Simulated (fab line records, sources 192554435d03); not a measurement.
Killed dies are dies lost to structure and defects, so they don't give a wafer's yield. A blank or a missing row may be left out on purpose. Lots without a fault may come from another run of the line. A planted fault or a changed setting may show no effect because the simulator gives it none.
Chamber matching | flow n5_finfet | N5_BEOL_M0_SAQP_STRIP_108 on rie_diel-05: 4 sister chambers
The step strips in N2/H2. 20 wafers are shown with their chamber, then 10 later ones without.

WAFERS WITH THEIR CHAMBER
wafer  | chamber | throttle_valve_pct (%) | showerhead_plenum_p_Torr (Torr) | drypump_motor_current_A (A)
L074.2 | 3       | 18.88                  | 3.57                            | 5.7
L074.3 | 2       | 19.06                  | 3.47                            | 5.7
L074.5 | 0       | 19.62                  | 3.40                            | 5.2
L076.2 | 1       | 18.85                  | 3.50                            | 5.8
L076.4 | 2       | 19.06                  | 3.47                            | 5.7
L076.5 | 3       | 18.90                  | 3.57                            | 5.7
L081.1 | 2       | 19.09                  | 3.46                            | 5.7
L081.2 | 1       | 18.89                  | 3.49                            | 5.8
L081.5 | 3       | 18.90                  | 3.57                            | 5.8
L085.3 | 2       | 19.10                  | 3.46                            | 5.7
L085.4 | 0       | 19.65                  | 3.39                            | 5.2
L085.6 | 2       | 19.11                  | 3.46                            | 5.7
L087.3 | 1       | 18.89                  | 3.49                            | 5.8
L087.5 | 0       | 19.65                  | 3.39                            | 5.2
L087.6 | 1       | 18.88                  | 3.49                            | 5.8
L090.1 | 1       | 18.89                  | 3.48                            | 5.8
L090.2 | 3       | 18.93                  | 3.56                            | 5.8
L090.4 | 2       | 19.12                  | 3.46                            | 5.7
L091.1 | 0       | 19.65                  | 3.39                            | 5.3
L091.2 | 2       | 19.11                  | 3.46                            | 5.7

SIGNATURES (means of the wafers above)
reading                  | chamber 0 | chamber 1 | chamber 2 | chamber 3 | scatter within a chamber
throttle_valve_pct       | 19.6425   | 18.8800   | 19.0929   | 18.9025   | 0.0205
showerhead_plenum_p_Torr | 3.3925    | 3.4900    | 3.4629    | 3.5675    | 0.00555
drypump_motor_current_A  | 5.225     | 5.800     | 5.700     | 5.750     | 0.0331
Rule: a wafer's distance from a chamber is the root of the sum, over the readings, of the square of ((its reading less the chamber's mean) divided by the reading's scatter). The wafer belongs to the nearest chamber; if the next one is less than 2 further off, it can't be placed. The scatter: the root of (the sum of the squares of (reading less its chamber's mean) over the shown wafers, divided by (wafers less chambers)).

WAFERS WITHOUT THEIR CHAMBER
wafer  | throttle_valve_pct (%) | showerhead_plenum_p_Torr (Torr) | drypump_motor_current_A (A)
L091.4 | 18.91                  | 3.48                            | 5.9
L093.1 | 19.13                  | 3.45                            | 5.7
L093.3 | 19.65                  | 3.38                            | 5.2
L093.6 | 19.11                  | 3.45                            | 5.7
L095.1 | 18.96                  | 3.55                            | 5.7
L095.2 | 18.90                  | 3.48                            | 5.8
L095.5 | 19.66                  | 3.38                            | 5.2
L097.2 | 19.66                  | 3.38                            | 5.2
L097.5 | 18.90                  | 3.48                            | 5.8
L097.6 | 19.69                  | 3.38                            | 5.2

WHICH CHAMBER EACH WENT THROUGH
wafer  | from the rows above | in truth
L091.4 | 1                   | 1
L093.1 | 2                   | 2
L093.3 | 0                   | 0
L093.6 | 2                   | 2
L095.1 | 3                   | 3
L095.2 | 1                   | 1
L095.5 | 0                   | 0
L097.2 | 0                   | 0
L097.5 | 1                   | 1
L097.6 | 0                   | 0
Placed correctly: 10 of 10. Can't be placed from these rows: 0. Placed wrongly: 0.
